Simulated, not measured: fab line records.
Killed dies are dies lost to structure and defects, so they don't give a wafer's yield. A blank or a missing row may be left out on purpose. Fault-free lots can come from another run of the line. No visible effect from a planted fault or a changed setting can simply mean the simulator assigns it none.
fab line records	flow n5-finfet
[record] lots = 10	wafers = 30	last-day = 19
route steps=1938 shown SDB@375 DUMMY_REMOVAL@378 HKMG_FIN@390 BEOL_M4@1111 PASSIVATION@1936
lots untouched by any fault: they come from a run of this same line in which no faults occurred
start-h: hours from the record's opening day to when the first of the lot's shown wafers began	wait-h: hours elapsed since this lot's preceding step	" as in the row above	L1.1+2: one row covering several wafers at once	- no value, or no start given	* or withheld: withheld	< > ~ a bound
route shown NAME@n: names a module that has steps shown in the file, with the first one's number in the route	usual: mean/standard deviation of fault-free wafers	same: alike in all rows	chamber/n: place in a boat	sites: each site's reading	_std_site: their standard deviation	_edge_site: mean of outer sites minus mean of inner sites	radius-mm: for every site, how far away it sits from the centre of the wafer	mask NAME#n: copy n	behind: the most recent tool/chamber to have shaped the wafer	hold: the reason the lot was held/the length of the hold in hours/how it ended	device: transistor that didn't switch, given as n, p or np	end of line: tests of these same wafers at the route's end	for a step that has no rows: nothing shown but its recipe	killed: at the first sort, the dies lost to defects and structure; wafer yield is something else	map: per-die view of a wafer (x killed, . not killed, _ where there is no die)
set.NAME: setting as actually run; set.NAME@STEP: the setting as run at that earlier step	model.NAME: the simulator's own value behind a step, which no gauge read
one table for each step of the route and one row for each wafer, over a sample of lots
services: the hour from which a tool's chamber was out of use, counted from the record's first day as start-h (under 0 if before that day), plus the number of hours and why
[[steps]]
[step N5_SDB_THK_MEAS_31]
[recipe] reads = a-Si_of_DUMMY_GATE_CVD_03
[usual] SDB_THK = 64.2/1.3
lot.wafer	tool	chamber	start-h	wait-h	SDB_THK[nm]
L231.1	film-metro-02	-	72.64	-	64.2
L231.3	"	-	"	"	62.5
L231.6	"	-	"	"	62.8
L233.1	film-metro-01	-	83.20	-	63.8
L233.4	"	-	"	"	64.2
L233.5	"	-	"	"	64.1
L234.1	film-metro-02	-	88.41	-	62.3
L234.4	"	-	"	"	64.1
L234.5	"	-	"	"	63.7
L237.1	film-metro-01	-	109.80	-	64.0
L237.4	"	-	"	"	64.5
L237.6	"	-	"	"	64.8
L239.3	film-metro-02	-	125.93	-	63.3
L239.4	"	-	"	"	63.0
L239.6	"	-	"	"	63.1
L242.2	film-metro-02	-	143.59	-	65.9
L242.3	"	-	"	"	64.9
L242.4	"	-	"	"	64.5
L244.1	film-metro-01	-	151.09	-	63.8
L244.2	"	-	"	"	64.8
L244.5	"	-	"	"	64.4
L250.1	film-metro-01	-	187.90	-	65.5
L250.4	"	-	"	"	66.3
L250.6	"	-	"	"	64.9
L251.1	film-metro-02	-	194.28	-	63.2
L251.2	"	-	"	"	64.9
L251.5	"	-	"	"	63.8
L252.2	film-metro-01	-	197.01	-	64.2
L252.5	"	-	"	"	65.3
L252.6	"	-	"	"	64.7
[step N5_DUMMY_REMOVAL_STRIP_10]
[recipe] chemistry = N2/H2	time-s = 40	power-w = 100	temp-c = 40	pressure-mtorr = 100	rf-frequency-hz = 6e+07	bias-power-w = 3	n2-flow-sccm = 300	h2-flow-sccm = 300
[usual] drypump-motor-current-A = 5.9/0.47	oes-product-au = 0.79/0.092	rf-vpp-V = 45.4/0.83	showerhead-plenum-p-Torr = 3.37/0.14	throttle-valve-pct = 12.33/0.19
lot.wafer	tool	chamber	start-h	wait-h	drypump-motor-current-A	oes-product-au	rf-hours-counter-h	rf-vpp-V	showerhead-plenum-p-Torr	throttle-valve-pct
L231.1	rie-diel-06	2	72.78	0.0	6.1	0.67	244	45.0	3.46	12.69
L231.3	"	3	"	"	6.0	0.73	164	45.1	3.22	12.39
L231.6	"	1	"	"	6.5	0.79	-	44.8	3.36	12.47
L233.1	rie-diel-06	1	83.31	0.0	6.5	0.78	145	45.4	3.36	12.49
L233.4	"	1	"	"	6.5	0.79	-	45.8	3.36	12.48
L233.5	"	3	"	"	6.0	0.73	-	44.8	3.21	12.43
L234.1	rie-diel-05	1	88.51	0.0	5.6	0.71	196	44.3	3.50	12.39
L234.4	"	3	"	"	5.2	0.74	174	45.9	3.37	12.07
L234.5	"	2	"	"	6.0	0.79	-	45.7	3.55	12.57
L237.1	rie-diel-02	1	109.90	0.0	6.6	0.95	4	44.7	3.60	11.98
L237.4	"	0	"	"	6.1	0.70	228	46.3	3.48	12.23
L237.6	"	0	"	"	6.2	0.70	-	44.7	3.48	12.22
L239.3	rie-diel-06	3	126.02	0.0	6.0	0.71	181	46.0	3.21	12.45
L239.4	"	0	"	"	5.2	0.79	-	44.9	3.14	12.33
L239.6	"	1	"	"	6.5	0.77	-	45.7	3.36	12.51
L242.2	rie-diel-06	2	143.68	0.0	6.1	0.98	2	44.8	3.46	12.08
L242.3	"	1	"	"	6.5	0.76	163	45.4	3.35	12.52
L242.4	"	0	"	"	5.3	0.78	110	45.5	3.14	12.33
L244.1	rie-diel-06	0	151.18	0.0	5.3	0.78	112	45.8	3.14	12.33
L244.2	"	1	"	"	6.5	0.76	165	46.1	3.35	12.54
L244.5	"	1	"	"	6.5	0.77	-	46.6	3.35	12.55
L250.1	rie-diel-02	1	188.00	0.0	6.6	0.90	23	45.2	3.59	12.04
L250.4	"	2	"	"	5.3	0.81	114	46.1	3.26	12.16
L250.6	"	1	"	"	6.6	0.90	-	45.7	3.59	12.02
L251.1	rie-diel-06	2	194.38	0.0	6.1	0.91	15	45.2	3.45	12.09
L251.2	"	0	"	"	5.3	0.76	126	44.6	3.13	12.37
L251.5	"	2	"	"	6.1	0.91	-	47.0	3.45	12.11
L252.2	rie-diel-06	3	197.11	0.0	6.0	0.70	203	44.9	3.20	12.51
L252.5	"	3	"	"	6.0	0.70	-	45.2	3.20	12.49
L252.6	"	0	"	"	5.3	0.75	-	44.8	3.13	12.37
[step N5_HKMG_FIN_COAT_41]
[recipe] resist = SOC	temp-c = 250	time-s = 60	spin-rpm = 1500	resist-thk-nm = 300
[usual] spin-speed-rpm = 1500.0/1.2
lot.wafer	tool	chamber	start-h	wait-h	spin-speed-rpm
L231.1	litho-track-03	0	74.28	-	1500.0
L231.3	"	0	"	"	1500.7
L231.6	"	0	"	"	1500.4
L233.1	litho-track-03	0	84.46	-	1501.9
L233.4	"	0	"	"	1501.0
L233.5	"	0	"	"	1502.3
L234.1	litho-track-02	0	89.81	-	1500.1
L234.4	"	0	"	"	1499.1
L234.5	"	0	"	"	1498.0
L237.1	litho-track-04	0	111.15	-	1499.1
L237.4	"	0	"	"	1500.1
L237.6	"	0	"	"	1499.0
L239.3	litho-track-02	0	127.99	-	1498.1
L239.4	"	0	"	"	1500.0
L239.6	"	0	"	"	1501.1
L242.2	litho-track-02	0	144.84	-	1500.0
L242.3	"	0	"	"	1499.5
L242.4	"	0	"	"	1500.2
L244.1	litho-track-04	0	152.48	-	1501.0
L244.2	"	0	"	"	1499.7
L244.5	"	0	"	"	1500.0
L250.1	litho-track-04	0	189.10	-	1813.8
L250.4	"	0	"	"	1812.7
L250.6	"	0	"	"	1812.0
L251.1	litho-track-04	0	195.47	-	1812.4
L251.2	"	0	"	"	1812.2
L251.5	"	0	"	"	1813.3
L252.2	litho-track-03	0	198.39	-	1499.7
L252.5	"	0	"	"	1500.5
L252.6	"	0	"	"	1499.8
[step N5_HKMG_FIN_CD_MEAS_49]
[recipe] target-cd-nm = 202	landing-energy-ev = 500	detector = se-inlens	polarity = opening
[usual] cd-nm = 202.0/0.63
[same] landing-energy-ev = 500
lot.wafer	tool	chamber	start-h	wait-h	cd-nm
L231.1	cd-sem-01	0	74.52	-	202.8
L231.3	"	0	"	"	202.5
L231.6	"	0	"	"	202.3
L233.1	cd-sem-03	0	84.70	-	202.9
L233.4	"	0	"	"	203.0
L233.5	"	0	"	"	202.3
L234.1	cd-sem-03	0	90.17	-	201.4
L234.4	"	0	"	"	201.7
L234.5	"	0	"	"	201.7
L237.1	cd-sem-01	0	111.39	-	202.2
L237.4	"	0	"	"	202.2
L237.6	"	0	"	"	202.3
L239.3	cd-sem-02	0	128.36	-	201.8
L239.4	"	0	"	"	202.8
L239.6	"	0	"	"	202.3
L242.2	cd-sem-02	0	145.20	-	202.0
L242.3	"	0	"	"	202.5
L242.4	"	0	"	"	201.3
L244.1	cd-sem-01	0	152.84	-	202.1
L244.2	"	0	"	"	201.6
L244.5	"	0	"	"	201.8
L250.1	cd-sem-02	0	189.47	-	202.0
L250.4	"	0	"	"	201.7
L250.6	"	0	"	"	202.2
L251.1	cd-sem-01	0	195.84	-	201.9
L251.2	"	0	"	"	201.8
L251.5	"	0	"	"	202.1
L252.2	cd-sem-02	0	198.75	-	202.2
L252.5	"	0	"	"	202.3
L252.6	"	0	"	"	201.7
[step N5_BEOL_M4_RC_MEAS_101]
[usual] DIBL_N = 35.8/1.7	DIBL_P = 35.3/2	IOFF_N = 0.150/0.026	IOFF_P = 0.194/0.029	ION_N = 667/11	ION_P = 456/7.1	SS_N = 71.4/0.65	SS_P = 73.1/0.64	VT_N = 251/3	VT_P = -252/3.2
lot.wafer	tool	chamber	start-h	wait-h	DIBL_N[mV/V]	DIBL_P[mV/V]	IOFF_N[nA/um]	IOFF_P[nA/um]	ION_N[uA/um]	ION_P[uA/um]	SS_N[mV/dec]	SS_P[mV/dec]	VT_N[mV]	VT_P[mV]
L231.1	prober-01	0	209.88	0.0	36.5	36.8	0.156	0.193	678	461	72.2	73.0	253	-252
L231.3	"	0	"	"	32.5	32.0	0.103	0.136	649	447	70.9	71.8	258	-258
L231.6	"	0	"	"	35.6	36.5	0.150	0.190	675	466	71.2	74.1	250	-254
L233.1	prober-02	0	223.98	0.0	36.1	36.4	0.148	0.197	663	452	71.0	73.3	252	-252
L233.4	"	0	"	"	36.0	36.0	0.150	0.196	671	462	71.1	73.4	253	-255
L233.5	"	0	"	"	37.7	37.8	0.173	0.228	666	457	72.4	74.0	247	-250
L234.1	prober-02	0	239.13	0.0	36.3	39.2	0.181	0.208	679	459	71.7	73.6	248	-252
L234.4	"	0	"	"	35.5	38.0	0.148	0.189	659	453	72.0	73.9	249	-253
L234.5	"	0	"	"	35.1	37.0	0.158	0.186	675	458	71.8	72.7	252	-253
L237.1	prober-02	0	260.43	0.0	34.8	34.4	0.118	0.165	659	450	70.4	72.9	254	-255
L237.4	"	0	"	"	35.6	35.2	0.126	0.167	649	448	71.1	72.2	254	-256
L237.6	"	0	"	"	34.6	33.4	0.110	0.152	638	445	70.9	72.4	257	-259
L239.3	prober-01	0	273.25	0.3	36.8	35.8	0.160	0.220	670	466	71.6	73.3	251	-246
L239.4	"	0	"	"	36.0	34.6	0.148	0.216	672	463	71.1	73.3	250	-245
L239.6	"	0	"	"	36.3	36.0	0.154	0.232	666	463	71.7	73.3	250	-246
L242.2	prober-02	0	286.73	0.2	37.4	38.0	0.163	0.246	681	466	70.8	73.6	250	-247
L242.3	"	0	"	"	32.9	32.1	0.104	0.162	668	461	70.4	72.0	254	-252
L242.4	"	0	"	"	36.3	35.2	0.139	0.201	664	467	70.6	72.2	253	-251
L244.1	prober-01	0	286.95	0.0	35.4	34.1	0.146	0.177	670	454	71.3	72.7	251	-253
L244.2	"	0	"	"	36.5	35.8	0.153	0.193	656	447	72.2	72.5	251	-252
L244.5	"	0	"	"	36.5	34.9	0.155	0.184	661	453	71.7	73.5	251	-252
L250.1	prober-01	0	335.82	0.0	36.1	35.1	0.165	0.231	666	467	71.9	72.7	245	-246
L250.4	"	0	"	"	38.2	36.6	0.209	0.262	691	470	71.8	73.3	243	-244
L250.6	"	0	"	"	34.3	31.9	0.121	0.186	652	458	70.9	72.6	251	-251
L251.1	prober-01	0	338.72	0.0	33.6	33.6	0.139	0.173	664	454	70.7	72.6	250	-253
L251.2	"	0	"	"	33.7	32.3	0.123	0.147	652	452	70.9	71.9	254	-257
L251.5	"	0	"	"	33.3	32.0	0.122	0.149	652	445	70.9	72.5	251	-256
L252.2	prober-01	0	344.32	0.2	34.3	34.8	0.117	0.170	668	463	70.9	73.4	255	-253
L252.5	"	0	"	"	36.6	37.6	0.153	0.217	666	458	71.9	73.2	253	-251
L252.6	"	0	"	"	34.5	35.9	0.129	0.184	674	463	71.3	73.1	252	-253
[step N5_PASSIVATION_PROBE_49]
[usual] defect-limited-yield = 91.5/1.4	killed_at_M0_to_M3 = 34/11	killed_at_M4_up = 15/6	killed-at-contacts = 11/5.9	killed-at-front-end = 37/11	killed-at-other = 3.6/2.9	killed-dies = 101/17	killed-open = 66/12	killed-short = 33/7.8	sort_bin_5_function = 5.0/0.97	sort_bin_6_memory = 3.2/0.65	sort_bin_8_speed = 0.02/0.2	sort-n-pass = 1079/17	sort-yield-pct = 91.4/1.4
[same] gross-dies = 1180	killed-at-back-side = 0	sort_bin_4_leakage[%] = 0
lot.wafer	tool	chamber	start-h	wait-h	defect-limited-yield[%]	killed_at_M0_to_M3	killed_at_M4_up	killed-at-contacts	killed-at-front-end	killed-at-other	killed-dies	killed-open	killed-short	sort_bin_5_function[%]	sort_bin_6_memory[%]	sort_bin_8_speed[%]	sort-n-pass	sort-yield-pct[%]
L237.1	prober-01	-	363.66	0.5	92.8	31	22	5	26	1	85	60	25	4.3	2.6	0	1095	92.8
L237.4	prober-01	-	363.81	0.6	89.8	39	46	10	21	4	120	84	35	6.5	3.1	0	1060	89.8
L237.6	prober-01	-	363.91	0.7	89.5	46	31	8	31	8	124	75	48	6.3	4.0	0	1056	89.5
L244.1	prober-01	-	392.37	0.0	91.4	44	13	8	36	0	101	63	37	5.3	3.0	0	1079	91.4
L244.2	prober-01	-	392.42	0.1	92.6	17	16	9	40	5	87	55	32	4.5	2.7	0	1093	92.6
L244.5	prober-01	-	392.57	0.2	91.3	43	18	7	31	4	103	69	32	5.3	2.9	0	1077	91.3
L250.1	prober-01	-	445.31	0.0	91.7	36	20	8	30	4	98	63	34	4.8	3.3	0	1082	91.7
L250.4	prober-01	-	445.46	0.2	91.9	25	11	10	43	6	95	61	31	4.6	3.1	0	1085	91.9
L250.6	prober-01	-	445.56	0.3	90.5	38	22	10	38	4	112	76	35	5.9	3.4	0	1068	90.5
L251.1	prober-01	-	454.88	0.0	89.3	48	17	19	38	4	126	70	51	5.6	4.2	0	1054	89.3
L251.2	prober-01	-	454.93	0.1	92.4	34	13	8	33	2	90	53	33	4.1	3.1	0	1090	92.4
L251.5	prober-01	-	455.08	0.2	90.5	55	20	6	30	1	112	82	29	5.1	4.2	0.08	1067	90.4
// killed by level:class
L237.1 BEOL_M4:geometric-particle:open=12 BEOL_M3:geometric-particle:open=8 BEOL_M0_SAQP:geometric-particle:short=6 FIN_SAQP:geometric-particle:open=5 MOL_CONTACT_COAG:geometric-particle:open=5 ILD0:geometric-particle:short=4 BEOL_M2:geometric-particle:open=4 BEOL_M0:geometric-particle:open=4
L237.4 BEOL_M4:geometric-particle:open=22 BEOL_M0_SAQP:geometric-particle:open=13 MOL_CONTACT_COAG:geometric-particle:open=10 BEOL_M0_SAQP:geometric-particle:short=9 BEOL_M5:geometric-particle:open=9 BEOL_M4:geometric-particle:short=6 STI_FIN_REVEAL:geometric-particle:open=5 ILD0:geometric-particle:open=4
L237.6 BEOL_M4:geometric-particle:open=16 BEOL_M0_SAQP:geometric-particle:short=14 BEOL_M0_SAQP:geometric-particle:open=12 FIN_SAQP:geometric-particle:open=10 STARTING-WAFER:geometric-particle:short=7 PASS1_CAP:geometric-particle:short=7 BEOL_M3:geometric-particle:open=6 DUMMY_GATE:geometric-particle:open=5
L244.1 BEOL_M0_SAQP:geometric-particle:short=19 STI_FIN_REVEAL:geometric-particle:open=10 BEOL_M0_SAQP:geometric-particle:open=9 BEOL_M1:geometric-particle:open=7 BEOL_M4:geometric-particle:open=7 DUMMY_GATE:geometric-particle:open=6 FIN_SAQP:geometric-particle:open=5 BEOL_M3:geometric-particle:open=5
L244.2 STI_FIN_REVEAL:geometric-particle:open=8 BEOL_M4:geometric-particle:open=8 GATE_CUT:geometric-particle:short=7 MOL_CONTACT_COAG:geometric-particle:open=7 FIN_SAQP:geometric-particle:open=6 DUMMY_GATE:geometric-particle:open=4 GATE_CUT:geometric-particle:open=4 BEOL_M3:geometric-particle:open=4
L244.5 BEOL_M4:geometric-particle:open=13 BEOL_M0_SAQP:geometric-particle:short=10 BEOL_M3:geometric-particle:open=10 BEOL_M2:geometric-particle:open=9 STI_FIN_REVEAL:geometric-particle:open=8 MOL_CONTACT_COAG:geometric-particle:open=6 BEOL_M0_SAQP:geometric-particle:open=6 FIN_SAQP:geometric-particle:open=5
L250.1 BEOL_M2:geometric-particle:open=11 MOL_CONTACT_COAG:geometric-particle:open=8 STARTING-WAFER:geometric-particle:open=6 BEOL_M4:geometric-particle:open=6 FIN_SAQP:geometric-particle:open=5 BEOL_M1:geometric-particle:open=5 BEOL_M5:geometric-particle:short=4 BEOL_M0_SAQP:geometric-particle:short=4
L250.4 FIN_SAQP:geometric-particle:short=10 BEOL_M4:geometric-particle:open=9 FIN_SAQP:geometric-particle:open=7 GATE_CUT:geometric-particle:short=7 STARTING-WAFER:geometric-particle:open=7 MOL_CONTACT_COAG:geometric-particle:open=6 BEOL_M0_SAQP:geometric-particle:short=6 BEOL_M2:geometric-particle:open=5
L250.6 BEOL_M0_SAQP:geometric-particle:open=9 BEOL_M2:geometric-particle:open=8 FIN_SAQP:geometric-particle:short=7 MOL_CONTACT_COAG:geometric-particle:open=7 BEOL_M4:geometric-particle:open=7 FIN_SAQP:geometric-particle:open=6 BEOL_M0_SAQP:geometric-particle:short=6 BEOL_M0:geometric-particle:open=6
L251.1 BEOL_M0_SAQP:geometric-particle:short=16 MOL_CONTACT_COAG:geometric-particle:open=14 BEOL_M0_SAQP:geometric-particle:open=12 STI_FIN_REVEAL:geometric-particle:open=9 BEOL_M3:geometric-particle:open=8 GATE_CUT:geometric-particle:short=6 GATE_CUT:geometric-particle:open=6 BEOL_M4:geometric-particle:open=6
L251.2 BEOL_M0_SAQP:geometric-particle:short=15 STI_FIN_REVEAL:geometric-particle:open=9 BEOL_M0_SAQP:geometric-particle:open=7 BEOL_M4:geometric-particle:open=7 STARTING-WAFER:geometric-particle:open=6 MOL_CONTACT_COAG:geometric-particle:open=5 FIN_SAQP:geometric-particle:open=4 GATE_CUT:geometric-particle:short=4
L251.5 BEOL_M0_SAQP:geometric-particle:open=15 BEOL_M4:geometric-particle:open=15 STI_FIN_REVEAL:geometric-particle:open=9 BEOL_M0_SAQP:geometric-particle:short=9 BEOL_M1:geometric-particle:open=8 BEOL_M3:geometric-particle:open=8 FIN_SAQP:geometric-particle:short=6 MOL_CONTACT_COAG:geometric-particle:open=6
[[services]]
tool	chamber	start-h	hours	kind
rie-diel-02	3	49.74	-	clean
rie-diel-02	3	49.74	-	consumable-replace:focus-ring
rie-diel-02	3	49.74	12.9	scheduled-down
rie-diel-02	3	49.74	12.9	vent-cycle
rie-diel-06	0	57.25	43.9	repair
rie-diel-02	1	62.64	-	clean
rie-diel-02	1	62.64	-	consumable-replace:focus-ring
rie-diel-02	1	62.64	-	consumable-replace:showerhead
rie-diel-02	1	62.64	36.3	scheduled-down
rie-diel-02	1	62.64	36.3	vent-cycle
rie-diel-06	2	76.37	23.5	repair
rie-diel-06	0	117.80	3.6	repair
rie-diel-06	2	121.62	-	clean
rie-diel-06	2	121.62	-	consumable-replace:focus-ring
rie-diel-06	2	121.62	13.3	scheduled-down
rie-diel-06	2	121.62	13.3	vent-cycle
rie-diel-02	-	145.67	1.1	repair
rie-diel-06	3	177.16	1.4	repair
rie-diel-05	0	186.26	-	clean
rie-diel-05	0	186.26	-	consumable-replace:focus-ring
rie-diel-05	0	186.26	17.9	scheduled-down
rie-diel-05	0	186.26	17.9	vent-cycle
rie-diel-06	1	192.14	6.6	repair
[[key]]
[first-sign] step = N5_HKMG_FIN_COAT_41	reading = spin-speed-rpm	direction = up	sigmas = 99+	usual = *	struck = *
effect none on later readings
met-at N5_HKMG_FIN_COAT_41
struck-lots L250,L251
not-acting-at N5_SDB_THK_MEAS_31,N5_DUMMY_REMOVAL_STRIP_10,N5_HKMG_FIN_CD_MEAS_49
onset-between 152.48 189.10
[fault] kind = process-parameter-drift	tool = litho-track-04	chamber = -	onset-h = 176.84	steps = N5_HKMG_FIN_COAT_41	channel = spin-rpm	offset = *	shape = step	end-h = 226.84	acts-in = *	stated = *
